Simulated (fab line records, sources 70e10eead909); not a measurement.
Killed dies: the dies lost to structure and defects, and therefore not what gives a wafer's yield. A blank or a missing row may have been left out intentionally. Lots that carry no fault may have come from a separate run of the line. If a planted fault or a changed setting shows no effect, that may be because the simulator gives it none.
A lot that was struck, set against a sound lot	flow nand-harc	15 out of 1302 route steps
Sound: wafers L686.3, L686.5, L686.6. Struck: wafers L700.1, L700.3, L700.4. The cause is given at the end.
For every step that has rows: the tool of each side, followed by ch and its chambers, followed by its first start. Under that, the readings that differ: sound wafers	struck wafers	difference of the means	sigmas: that difference in standard deviations of wafers without a fault.
alike: readings with means less than 2 such deviations apart, plus words and numbers identical on both sides. not compared: withheld readings, readings lacking a value on some wafer, bounds such as >300 that could conceal the same value, and numbers that have no deviation in the record and whose values overlap.
The two part at a step that has a row with sigmas, a row that says differs or no value, or rows on one side only. Non-overlapping numbers with no deviation appear without sigmas and do not part them. A reading missing from all wafers of one side parts the sides only when that side holds two or more wafers.

first, 3 steps without rows for these wafers: NHARC_A_CHANNEL_HOLE_D2_STRIP_41 (strips in N2/H2); NHARC_A_CHANNEL_HOLE_D2_STRIP_42 (strips in CF4/CHF3); NHARC_A_CHANNEL_HOLE_D2_STRIP_43 (strips in O2/COS).
NHARC_A_CHANNEL_HOLE_D2_ETCH_44: etches the open film in CF4/O2, target depth 140 nm, overetch 14 nm, time 77 s.
  sound on rie-diel-07 ch 0,3, day 16 01:55; struck on rie-diel-13 ch 0,1,2, day 22 10:35
  alike: drypump-motor-current-A, oes-product-au, rf-vpp-V, showerhead-plenum-p-Torr, throttle-valve-pct
  not compared: rf-hours-counter-h
NHARC_A_CHANNEL_HOLE_D2_STRIP_28: strips in O2.
  sound on rie-diel-07 ch 2,3; struck on rie-diel-13 ch 0,1,2
  alike: drypump-motor-current-A, oes-product-au, rf-vpp-V, showerhead-plenum-p-Torr, throttle-valve-pct
  not compared: rf-hours-counter-h
then, 2 steps without rows for these wafers: NHARC_A_CHANNEL_HOLE_D2_PRECLEAN_29 (cleans in SC1); NHARC_A_CHANNEL_HOLE_D2_SRD_30.
NHARC_A_CHANNEL_HOLE_D2_CD_MEAS_31:
  sound on cd-sem-01 at day 16 02:43; struck on cd-sem-03 at day 22 11:23
  alike: cd-nm
NHARC_A_CHANNEL_HOLE_D2_XSEM_32:
  sound on xsem-01 ch 0, day 16 02:47; struck on xsem-02 ch 0, day 22 11:29
  alike: bot-cd-nm, bow-nm, tilt-deg
NHARC_A_CHANNEL_HOLE_D2_INSPECT_40:
  sound on defect-inspect-02 at day 16 02:53; struck on defect-inspect-02 at day 22 11:35
  alike: raw-defect-count
then, 2 steps without rows for these wafers: NHARC_A_CHANNEL_FILL_D2_PRECLEAN_00 (cleans in SC1); NHARC_A_CHANNEL_FILL_D2_SRD_01.
NHARC_A_CHANNEL_FILL_D2_ALD_02: deposits SiO2, target thk 6 nm, pulse time 10 s, ald cycles 60.
  sound on ald-hk-02 ch 0,1,2, day 16 03:17; struck on ald-hk-04 ch 0,1,3, day 22 11:50
  no value came back on the struck wafers for any of 5 readings (ald-cycles, heater-power-outer-w (W) and others); on the sound wafers ald-cycles reads 60 60 60
NHARC_A_CHANNEL_FILL_D2_ALD_03: deposits SiNx, target thk 6 nm, pulse time 60 s, ald cycles 58.
  sound on ald-sin-batch-01 ch 0; struck on ald-sin-batch-02 ch 0
reading	sound	struck	difference	sigmas
susceptor-temp-C (C)	- - -	630.16 629.98 630.11	no value on the sound wafers	
  alike: chamber-pressure-Torr, precursor-pulse-height-rel
-- the record jumps here: 11 days lie between the struck wafers' starts before and after (it left off in module A_CHANNEL_FILL_D2 and takes up again in module END, whose first step shown is number 1302 of the route) --
NHARC_END_SORT_01:
  the record has rows for the struck wafers here (prober-01 ch 0, day 33 03:19) and none for the sound ones

## WHERE THEY PART
First at NHARC_A_CHANNEL_FILL_D2_ALD_02; last, within this record, at NHARC_END_SORT_01.

WHY: the cause the simulator had injected
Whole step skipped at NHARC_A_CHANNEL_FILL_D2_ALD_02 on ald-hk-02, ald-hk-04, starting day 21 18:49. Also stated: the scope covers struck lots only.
